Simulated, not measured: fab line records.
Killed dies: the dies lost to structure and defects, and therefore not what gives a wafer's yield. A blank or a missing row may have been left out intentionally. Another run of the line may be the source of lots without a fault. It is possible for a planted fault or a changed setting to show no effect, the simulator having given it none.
Split-lot experiment | flow n5Finfet | 21 wafers read across 7 lots, on a route 1938 steps long

== THE SPLIT ==
At N5_BEOL_M12_SPUTTER_44 (material Ta, target thk 10 nm, time 16.13 s), the setting timeS was moved away from the recipe's 16.13 s on 8 of the 21 wafers read, by -4.5% to +13.0%. All remaining wafers had this setting at the recipe value.

The reading comes from the split's own step.

== THE READING ==
Ta_of_BEOL_M12_SPUTTER_44.thkNm (the simulator's own value, which no gauge read), in nm, at N5_BEOL_M12_SPUTTER_44 (material Ta, target thk 10 nm, time 16.13 s). No usual value for it is given in the file. The 13 wafers here that ran the recipe average 10.0 nm, standard deviation 0.12 nm.

wafer  | tool, chamber at the split | timeS as run, s | against the recipe | Ta_of_BEOL_M12_SPUTTER_44.thkNm, nm | against lot-mates on the recipe
L075.1 | pvdSputter-03, -           | 15.4            | -4.5%              | 9.2                                 | -0.6
L075.6 | pvdSputter-03, -           | 15.4            | -4.5%              | 9.2                                 | -0.6
L075.2 | pvdSputter-03, -           | 16.13           | recipe             | 9.8                                 | -
L083.1 | pvdSputter-03, -           | 18.22           | +13.0%             | 11.4                                | no lot-mate on the recipe
L083.3 | pvdSputter-03, -           | 18.22           | +13.0%             | 11.4                                | no lot-mate on the recipe
L083.5 | pvdSputter-03, -           | 18.22           | +13.0%             | 11.4                                | no lot-mate on the recipe
L092.1 | pvdSputter-02, -           | 16.13           | recipe             | 9.8                                 | -
L092.4 | pvdSputter-02, -           | 16.13           | recipe             | 9.8                                 | -
L092.3 | pvdSputter-02, -           | 16.13           | recipe             | 10                                  | -
L091.1 | pvdSputter-01, -           | 16.13           | recipe             | 10                                  | -
L091.3 | pvdSputter-01, -           | 16.13           | recipe             | 10                                  | -
L091.2 | pvdSputter-01, -           | 17.79           | +10.3%             | 11                                  | +1.0
L095.3 | pvdSputter-02, -           | 17.22           | +6.8%              | 10.6                                | +0.6
L095.4 | pvdSputter-02, -           | 17.22           | +6.8%              | 10.6                                | +0.6
L095.5 | pvdSputter-02, -           | 16.13           | recipe             | 10                                  | -
L096.1 | pvdSputter-03, -           | 16.13           | recipe             | 9.8                                 | -
L096.4 | pvdSputter-03, -           | 16.13           | recipe             | 10                                  | -
L096.5 | pvdSputter-03, -           | 16.13           | recipe             | 10                                  | -
L097.1 | pvdSputter-03, -           | 16.13           | recipe             | 10                                  | -
L097.6 | pvdSputter-03, -           | 16.13           | recipe             | 10                                  | -
L097.4 | pvdSputter-03, -           | 16.13           | recipe             | 10.2                                | -

THE FIT
A straight line over all 21 wafers: Ta_of_BEOL_M12_SPUTTER_44.thkNm changes by +0.115 nm for each +1% of timeS; r = +0.98; the points scatter about the line by 0.12 nm.
The same after taking each lot's own level away (the mean of its wafers on the recipe; 18 wafers): +0.102 nm for each +1%; r = +0.97; scatter 0.088 nm.
On that fit, the largest move of timeS shifts the reading by 1.3 nm.
Measured against the standard deviation above, the lots' own levels, which go from 9.80 to 10.07 nm, span 2.3 times it.
Hence the slope depends on the lot-to-lot level, as the two fits are not the same.
Check: +1.04 nm against its lot-mates is what the line predicts for one of the wafers moved furthest among these (+10.3%) when that wafer is left out of the fit. It came out at +1 nm against them.

== OTHER SPLITS APPLIED TO THESE WAFERS ==
Note: prior to the reading, these wafers also went through further splits. Each is held against what the fit with the lots' levels taken away leaves over:
other split on the same wafers  | wafers away from the commonest value | r with Ta_of_BEOL_M12_SPUTTER_44.thkNm (lot level and that fit taken away)
N5_BEOL_M9_TRENCH_ETCH_37 biasW | 11                                   | -0.26
N5_BEOL_M10_ETCH_62 timeS       | 6                                    | -0.01
N5_BEOL_M11_ILD_DEP_00 timeS    | 10                                   | +0.07
N5_BEOL_M12_COAT_04 spinRpm     | 9                                    | -0.22
N5_BEOL_M12_SPUTTER_43 powerW   | 9                                    | +0.21

== FILE'S OWN FIT ==
Ta_of_BEOL_M12_SPUTTER_44.thkNm changes by +0.0992 nm for each +1% of timeS, r = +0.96.
